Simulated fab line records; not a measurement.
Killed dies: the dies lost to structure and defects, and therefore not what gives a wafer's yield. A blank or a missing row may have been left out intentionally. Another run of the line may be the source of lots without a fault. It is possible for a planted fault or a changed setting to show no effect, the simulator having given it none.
fab line records -- flow n5-finfet -- part 2 of 2: steps 25 to 34 of 34
record: lots: 5, wafers: 15, last-day: 17
route steps=1938 shown BEOL_M9@1449 BEOL_M10@1470
lots that met no fault: taken from a fault-free run of the same line
start-h: hours from the record's opening day to when the first of the lot's shown wafers began -- wait-h: how many hours have passed since the lot's step before this one -- " the same as in the row above -- L1.1+2: several wafers, shown together as one row -- - no value present, or no start provided -- * or withheld: withheld -- < > ~ a bound
route shown NAME@n: names a module that has steps shown in the file, with the first one's number in the route -- usual: mean/standard deviation of fault-free wafers -- same: alike in all rows -- chamber/n: place in a boat -- sites: the reading at each site -- _std_site: standard deviation across them -- _edge_site: the outer-site mean with the inner-site mean subtracted -- radius-mm: how far each site lies from the wafer's centre -- mask NAME#n: copy n -- behind: the tool/chamber that last shaped the wafer -- hold: cause of the lot's hold/its duration in hours/its outcome -- device: the n, p or np transistor that did not switch -- end of line: at the end of the route, the tests of the same wafers -- step lacking rows: just its recipe -- killed: dies lost to structure and defects at the first sort, not the wafer's yield -- map: the dies of a wafer, with x for killed, . for not killed, _ for no die there
set.NAME: the run value of the setting; set.NAME@STEP: its run value at that earlier step -- model.NAME: the simulator's own value behind a step, which no gauge read
a table for each step, a row for each wafer; lots at some steps of the route
services: when a tool's chamber went out of use (start-h, in hours from the record's first day, below 0 if earlier), for how many hours, and the reason
== steps ==
step: N5_BEOL_M10_PECVD_70
recipe: material: SiO2, target-thk-a: 200, temp-c: 400, precursor: TEOS/O2, pressure-torr: 5.5, rf-w: 450, teos-flow-sccm: 53.8, gas: O2, flow-sccm: 3000, time-s: 22.7
usual: chamber-pressure-Torr: 5.499/0.012, heater-power-w: 680/100, rf-fwd-power-W: 445.2/1.5, showerhead-plenum-p-Torr: 8.77/0.079, throttle-valve-pct: 22.7/1.2
lot.wafer,tool,chamber,start-h,wait-h,chamber-pressure-Torr,heater-power-w,rf-fwd-power-W,showerhead-plenum-p-Torr,since-wet-clean-h,throttle-valve-pct
L083.3,pecvd-02,2,256.64,0.0,5.488,632,446.4,8.69,25,20.3
L083.5,pecvd-02,1,256.64,0.0,5.486,638,447.1,8.67,-,23.7
L083.6,pecvd-02,2,256.64,0.0,5.497,638,445.9,8.69,-,20.4
L090.2,pecvd-03,1,300.18,0.0,5.487,604,444.8,8.85,2092,23.0
L090.4,pecvd-03,0,300.18,0.0,5.475,661,443.2,8.90,-,22.0
L090.5,pecvd-03,2,300.18,0.0,5.520,852,443.1,8.79,-,21.8
L091.1,pecvd-02,1,308.97,0.0,5.496,740,446.7,8.71,1557,23.8
L091.2,pecvd-02,2,308.97,0.0,5.528,729,445.1,8.67,78,20.6
L091.3,pecvd-02,0,308.97,0.0,5.485,564,447.9,8.73,832,23.9
L095.2,pecvd-03,2,334.87,0.0,5.511,672,443.9,8.77,591,22.2
L095.5,pecvd-03,2,334.87,0.0,5.502,691,442.3,8.74,-,22.1
L095.6,pecvd-03,1,334.87,0.0,5.507,562,447.3,8.87,-,23.0
L096.1,pecvd-02,1,347.91,0.0,5.486,726,444.4,8.67,1596,23.7
L096.4,pecvd-02,2,347.91,0.0,5.499,701,445.6,8.70,-,20.6
L096.5,pecvd-02,0,347.91,0.0,5.509,546,443.4,8.73,-,24.1
step: N5_BEOL_M10_HM_DEP_02
recipe: material: TiN, target-thk-a: 200, temp-c: 25, chamber-pressure-pa: 0.49996
usual: throttle-valve-pct: 29.8/1.4
lot.wafer,tool,chamber,start-h,wait-h,throttle-valve-pct
L083.3,pvd-sputter-03,-,258.71,2.1,31.3
L083.5,pvd-sputter-03,-,258.71,2.1,28.0
L083.6,pvd-sputter-03,-,258.71,2.1,31.4
L090.2,pvd-sputter-02,-,301.82,1.6,29.7
L090.4,pvd-sputter-02,-,301.82,1.6,27.9
L090.5,pvd-sputter-02,-,301.82,1.6,29.8
L091.1,pvd-sputter-01,-,309.66,0.7,29.2
L091.2,pvd-sputter-01,-,309.66,0.7,31.1
L091.3,pvd-sputter-01,-,309.66,0.7,30.6
L095.2,pvd-sputter-03,-,335.95,1.1,31.6
L095.5,pvd-sputter-03,-,335.95,1.1,27.9
L095.6,pvd-sputter-03,-,335.95,1.1,32.1
L096.1,pvd-sputter-02,-,347.96,0.0,27.9
L096.4,pvd-sputter-02,-,347.96,0.0,29.5
L096.5,pvd-sputter-02,-,347.96,0.0,29.7
step: N5_BEOL_M10_COAT_59
recipe: resist: SOC, temp-c: 250, time-s: 60, spin-rpm: 1500, resist-thk-nm: 100
usual: heater-power-total-W: 500.0/1.8, spin-speed-rpm: 1499.9/1
lot.wafer,tool,chamber,start-h,wait-h,heater-power-total-W,spin-speed-rpm
L083.3,litho-track-03,0,258.83,0.1,503.0,1499.3
L083.5,litho-track-03,0,258.83,0.1,498.1,1499.6
L083.6,litho-track-03,0,258.83,0.1,499.1,1500.4
L090.2,litho-track-03,0,301.95,0.1,497.7,1500.8
L090.4,litho-track-03,0,301.95,0.1,500.8,1500.7
L090.5,litho-track-03,0,301.95,0.1,500.9,1501.7
L091.1,litho-track-01,0,309.78,0.1,501.7,1502.0
L091.2,litho-track-01,0,309.78,0.1,498.4,1501.2
L091.3,litho-track-01,0,309.78,0.1,499.9,1501.4
L095.2,litho-track-03,0,336.08,0.1,500.5,1499.3
L095.5,litho-track-03,0,336.08,0.1,500.9,1499.5
L095.6,litho-track-03,0,336.08,0.1,500.7,1499.7
L096.1,litho-track-02,0,348.09,0.1,500.2,1500.6
L096.4,litho-track-02,0,348.09,0.1,497.8,1501.0
L096.5,litho-track-02,0,348.09,0.1,498.5,1500.2
step: N5_BEOL_M10_COAT_60
recipe: resist: SiARC, temp-c: 220, time-s: 60, spin-rpm: 1500, resist-thk-nm: 30
usual: heater-power-total-W: 427.3/2.2, spin-speed-rpm: 1499.9/0.88
lot.wafer,tool,chamber,start-h,wait-h,heater-power-total-W,spin-speed-rpm
L083.3,litho-track-03,0,-,-,424.2,1499.3
L083.5,litho-track-03,0,-,-,426.8,1499.0
L083.6,litho-track-03,0,-,-,430.2,1500.1
L090.2,litho-track-03,0,-,-,429.4,1499.5
L090.4,litho-track-03,0,-,-,429.0,1501.6
L090.5,litho-track-03,0,-,-,424.2,1499.8
L091.1,litho-track-01,0,-,-,424.8,1500.7
L091.2,litho-track-01,0,-,-,425.8,1499.8
L091.3,litho-track-01,0,-,-,426.1,1500.2
L095.2,litho-track-03,0,-,-,424.3,1499.2
L095.5,litho-track-03,0,-,-,427.4,1498.2
L095.6,litho-track-03,0,-,-,425.3,1499.4
L096.1,litho-track-02,0,-,-,429.1,1499.4
L096.4,litho-track-02,0,-,-,430.6,1501.0
L096.5,litho-track-02,0,-,-,429.9,1501.2
step: N5_BEOL_M10_COAT_05
recipe: resist: CAR-ArF, spin-rpm: 1500, resist-thk-nm: 90
usual: spin-speed-rpm: 1500.0/0.87
lot.wafer,tool,chamber,start-h,wait-h,spin-speed-rpm
L083.3,litho-track-03,0,-,-,1499.7
L083.5,litho-track-03,0,-,-,1501.2
L083.6,litho-track-03,0,-,-,1501.7
L090.2,litho-track-03,0,-,-,1499.8
L090.4,litho-track-03,0,-,-,1498.1
L090.5,litho-track-03,0,-,-,1499.5
L091.1,litho-track-01,0,-,-,1500.7
L091.2,litho-track-01,0,-,-,1500.5
L091.3,litho-track-01,0,-,-,1499.7
L095.2,litho-track-03,0,-,-,1501.6
L095.5,litho-track-03,0,-,-,1500.3
L095.6,litho-track-03,0,-,-,1500.3
L096.1,litho-track-02,0,-,-,1498.7
L096.4,litho-track-02,0,-,-,1498.4
L096.5,litho-track-02,0,-,-,1499.6
step: N5_BEOL_M10_EBR_07
recipe: solvent: PGMEA, ebr-width-mm: 1.5
lot.wafer,tool,chamber,start-h,wait-h
L083.3+5+6,litho-track-03,0,-,-
L090.2+4+5,litho-track-03,0,-,-
L091.1+2+3,litho-track-01,0,-,-
L095.2+5+6,litho-track-03,0,-,-
L096.1+4+5,litho-track-02,0,-,-
step: N5_BEOL_M10_SOFTBAKE_06
recipe: temp-c: 110, time-s: 60, resist: CAR-ArF
usual: heater-power-total-W: 175.1/1.7
lot.wafer,tool,chamber,start-h,wait-h,heater-power-total-W
L083.3,litho-track-03,0,-,-,173.7
L083.5,litho-track-03,0,-,-,174.3
L083.6,litho-track-03,0,-,-,176.6
L090.2,litho-track-03,0,-,-,173.0
L090.4,litho-track-03,0,-,-,175.5
L090.5,litho-track-03,0,-,-,177.6
L091.1,litho-track-01,0,-,-,177.5
L091.2,litho-track-01,0,-,-,177.6
L091.3,litho-track-01,0,-,-,175.5
L095.2,litho-track-03,0,-,-,176.2
L095.5,litho-track-03,0,-,-,173.3
L095.6,litho-track-03,0,-,-,177.5
L096.1,litho-track-02,0,-,-,176.3
L096.4,litho-track-02,0,-,-,177.3
L096.5,litho-track-02,0,-,-,173.6
step: N5_BEOL_M10_EXPOSE_08
recipe: mask-id: M10, na: 1.35, source-shape: dipole, sigma-inner: 0.411, sigma-outer: 0.611, polarization: te, dose-mj: 53.75
lot.wafer,tool,chamber,start-h,wait-h,mask
L083.3+5+6,arfi-scanner-02,0,259.64,-,M10#0
L090.2+4+5,arfi-scanner-01,0,302.20,-,M10#0
L091.1+2+3,arfi-scanner-02,0,310.03,-,M10#0
L095.2+5+6,arfi-scanner-03,0,336.33,-,M10#0
L096.1+4+5,arfi-scanner-02,0,348.33,-,M10#0
step: N5_BEOL_M10_PEB_09
recipe: peb-temp-c: withheld, peb-time-s: 60, resist: CAR-ArF
lot.wafer,tool,chamber,start-h,wait-h
L083.3+5+6,litho-track-02,0,259.69,0.0
L090.2+4+5,litho-track-01,0,302.25,0.0
L091.1+2+3,litho-track-01,0,310.09,0.1
L095.2+5+6,litho-track-02,0,336.38,0.0
L096.1+4+5,litho-track-01,0,348.39,0.1
step: N5_BEOL_M10_DEVELOP_10
recipe: develop-time-s: 30, developer: TMAH, resist: CAR-ArF, rinse-liquid: diw, dry: air-spin, dev-temp-c: 23
lot.wafer,tool,chamber,start-h,wait-h
L083.3+5+6,litho-track-02,0,-,-
L090.2+4+5,litho-track-01,0,-,-
L091.1+2+3,litho-track-01,0,-,-
L095.2+5+6,litho-track-02,0,-,-
L096.1+4+5,litho-track-01,0,-,-
== services ==
tool,chamber,start-h,hours,kind
arfi-scanner-03,-,230.35,3.1,pm
arfi-scanner-02,-,236.38,1.3,pm
arfi-scanner-03,-,237.44,0.8,pm
cmp-02,-,238.64,4.0,pm
cvd-co-01,0,240.44,2.5,repair
cmp-03,-,240.49,0.4,repair
arfi-scanner-03,-,249.53,0.9,repair
arfi-scanner-02,-,253.80,1.8,repair
arfi-scanner-01,-,254.35,1.0,pm
arfi-scanner-02,-,259.02,0.6,repair
arfi-scanner-03,-,262.92,1.3,pm
arfi-scanner-01,-,274.11,1.0,pm
cmp-03,-,281.07,4.0,pm
wet-bench-01,-,300.52,4.7,repair
pecvd-04,-,304.29,2.8,pm
cvd-co-01,2,304.49,1.7,repair
pecvd-04,2,309.11,4.2,repair
cmp-02,-,310.75,10.9,pm
arfi-scanner-01,-,312.69,1.3,pm
arfi-scanner-02,-,327.47,1.0,pm
uv-cure-03,-,328.21,14.1,repair
ald-metal-04,-,337.41,14.0,pm
ald-metal-01,-,342.28,0.9,repair
pvd-sputter-01,-,347.55,1.5,repair
